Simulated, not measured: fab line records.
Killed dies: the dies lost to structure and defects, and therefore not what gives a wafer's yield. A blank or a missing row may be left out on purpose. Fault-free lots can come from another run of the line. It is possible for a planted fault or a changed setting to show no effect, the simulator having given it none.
Struck lot and sound lot, side by side | flow nandHarc | 42 out of 1159 route steps
Sound: these wafers, L238.3, L238.5, L238.6. Struck: wafers L248.1, L248.4, L248.6. At the end, the cause is stated.
Order at every step that has rows: each side's tool, ch and its chambers, its first start. Under that, the readings that differ: sound wafers | struck wafers | difference of the means | sigmas: that difference in standard deviations of wafers without a fault.
alike: words and numbers the same on both sides, and readings whose means are apart by under 2 such deviations; not compared: readings that were withheld, readings missing a value for some wafer, numbers with overlapping values and no deviation given by the record, and bounds like >300 which may hide the same value.
Wherever a step has rows on one side only, a row that says differs or no value, or a row with sigmas, the two part there. When numbers do not overlap yet have no deviation, they are printed without sigmas and do not part them. A reading missing from all wafers of one side parts the sides only when that side holds two or more wafers.

first, 2 steps without rows for these wafers: NHARC_A_CONTACT_ETCH_130 (etches the open film in C4F8/O2/Ar, time 155 s, target depth 956 nm); NHARC_A_CONTACT_ETCH_131 (etches the open film in C4F8/O2/Ar, time 155 s, target depth 956 nm).
NHARC_A_CONTACT_ETCH_132: etches the open film in C4F8/O2/Ar, time 156 s, target depth 958 nm.
  sound on harCapEtch-01 ch 0,1, day 17 00:22; struck on harCapEtch-01 ch 0,1, day 19 21:29
  not compared: rfHoursCounterH
then, 3 steps without rows for these wafers: NHARC_A_CONTACT_ETCH_133 (etches the open film in C4F8/O2/Ar, time 195 s, target depth 840 nm); NHARC_A_CONTACT_ETCH_91 (etches the open film in CH3F/O2, target depth 40 nm, time 85.7 s); NHARC_A_CONTACT_ETCH_97 (etches the open film in C4F6/O2, target depth 20 nm, time 10 s).
NHARC_A_CONTACT_CD_MEAS_80:
  sound on cdSem-02 at day 17 01:15; struck on cdSem-03 at day 19 22:25
  alike: cdNm
then, 4 steps without rows for these wafers: NHARC_A_CONTACT_STRIP_103 (strips in N2/H2); NHARC_A_CONTACT_STRIP_104 (strips in CF4/CHF3); NHARC_A_CONTACT_STRIP_105 (strips in O2/COS); NHARC_A_CONTACT_ETCH_106 (etches the open film in CF4/O2, target depth 60 nm, overetch 6 nm, time 33 s).
NHARC_A_CONTACT_STRIP_82: strips in O2.
  sound: rieDiel-06 ch 0,1; struck: rieDiel-06 ch 2,3
  alike: drypumpMotorCurrentA, oesProductAu, rfVppV, showerheadPlenumPTorr, throttleValvePct
  not compared: rfHoursCounterH
NHARC_A_CONTACT_STRIP_83: strips in post etch residue remover, time 600 s.
  sound on wetBench-02 ch 1,6,7, day 17 01:59; struck on wetBench-06 ch 0,2,3, day 19 23:13
then, 12 steps without rows for these wafers: NHARC_A_CONTACT_DEP_84 (deposits aC, target thk 2000 nm); NHARC_A_CONTACT_DEP_85 (deposits SiON, target thk 50 nm); NHARC_A_CONTACT_DEHYDRATE_00 (time 120 s); NHARC_A_CONTACT_HMDS_01 (time 30 s); NHARC_A_CONTACT_COAT_86 (time 75 s); NHARC_A_CONTACT_COAT_87 (time 65 s); NHARC_A_CONTACT_COAT_02 (resist thk 90 nm); NHARC_A_CONTACT_SOFTBAKE_03 (time 55 s); NHARC_A_CONTACT_EBR_04; NHARC_A_CONTACT_EXPOSE_05 (exposes mask A CC); NHARC_A_CONTACT_PEB_06 (peb time 65 s); NHARC_A_CONTACT_DEVELOP_07 (develop time 35 s).
NHARC_A_CONTACT_CD_MEAS_08 targets a cd of 100 nm.
  sound on cdSem-01 ch 0, day 17 04:42; struck on cdSem-02 ch 0, day 20 01:29
  alike: cdNm
NHARC_A_CONTACT_OVL_MEAS_09:
  sound on overlay-01 at day 17 04:47; struck on overlay-01 at day 20 01:34
reading         | sound       | struck         | difference | sigmas
overlayXNm (nm) | 1.5 1.9 1.8 | -0.8 -1.5 -1.1 | -2.9       | -3
  alike: overlayYNm
then, 5 steps without rows for these wafers: NHARC_A_CONTACT_DESCUM_13 (chemistry O2, time 3 s); NHARC_A_CONTACT_ETCH_88 (etches the open film in CF4, target depth 39 nm, time 65 s); NHARC_A_CONTACT_ETCH_89 (etches the open film in N2/H2, target depth 260 nm, time 475.3 s); NHARC_A_CONTACT_ETCH_30 (etches the open film in CF4/CHF3, target depth 60.5 nm, time 30.2 s); NHARC_A_CONTACT_ETCH_31 (etches the open film in O2/COS, target depth 2000 nm, time 520 s).
NHARC_A_CONTACT_ETCH_134: etches the open film in C4F8/O2/Ar, time 140 s, target depth 700 nm.
  sound on harCapEtch-02 ch 0,1, day 17 06:20; struck on harCapEtch-02 ch 0,1, day 20 02:43
  not compared: rfHoursCounterH
then, 4 steps without rows for these wafers: NHARC_A_CONTACT_ETCH_135 (etches the open film in C4F8/O2/Ar, time 132 s, target depth 1287 nm); NHARC_A_CONTACT_ETCH_136 (etches the open film in C4F8/O2/Ar, time 132 s, target depth 1287 nm); NHARC_A_CONTACT_ETCH_137 (etches the open film in C4F8/O2/Ar, time 132 s, target depth 1287 nm); NHARC_A_CONTACT_ETCH_138 (etches the open film in C4F8/O2/Ar, time 132 s, target depth 1289 nm).
NHARC_A_CONTACT_ETCH_139: etches the open film in C4F8/O2/Ar, time 137 s, target depth 590 nm.
  sound on harCapEtch-02 ch 0,1, day 17 07:02; struck on harCapEtch-02 ch 0,1, day 20 03:25
  not compared: rfHoursCounterH
then, 1 step without rows for these wafers: NHARC_A_CONTACT_ETCH_92 (etches the open film in CH3F/O2, target depth 40 nm, time 85.7 s).
NHARC_A_CONTACT_ETCH_98: etches the open film in C4F6/O2, target depth 20 nm, time 10 s.
  sound: rieDiel-06 ch 0,1; struck: rieDiel-06 ch 0,1,3
  alike: drypumpMotorCurrentA, oesProductAu, rfVppV, showerheadPlenumPTorr, throttleValvePct
  not compared: rfHoursCounterH
NHARC_A_CONTACT_CD_MEAS_15:
  sound on cdSem-03 at day 17 07:46; struck on cdSem-03 at day 20 04:04
  alike: cdNm
-- record jumps: 3 days between struck wafers' starts before vs after; left off in module A_CONTACT, resumes in module END, first step shown is number 1159 of the route --
NHARC_END_SORT_01:
  sound on prober-02 ch 0, day 19 09:20; struck on prober-02 ch 0, day 22 21:31
reading       | sound    | struck     | difference | sigmas
killedAtArray | 17 28 25 | 107 93 103 | +78        | +9
killedDies    | 20 32 35 | 108 95 106 | +74        | +8
  alike: killedAtOther, killedAtPeriphery, killedOpen, killedShort

## WHERE THEY PART
Last at NHARC_END_SORT_01 as far as this record goes, first at NHARC_A_CONTACT_OVL_MEAS_09.

WHY: the cause the simulator had injected
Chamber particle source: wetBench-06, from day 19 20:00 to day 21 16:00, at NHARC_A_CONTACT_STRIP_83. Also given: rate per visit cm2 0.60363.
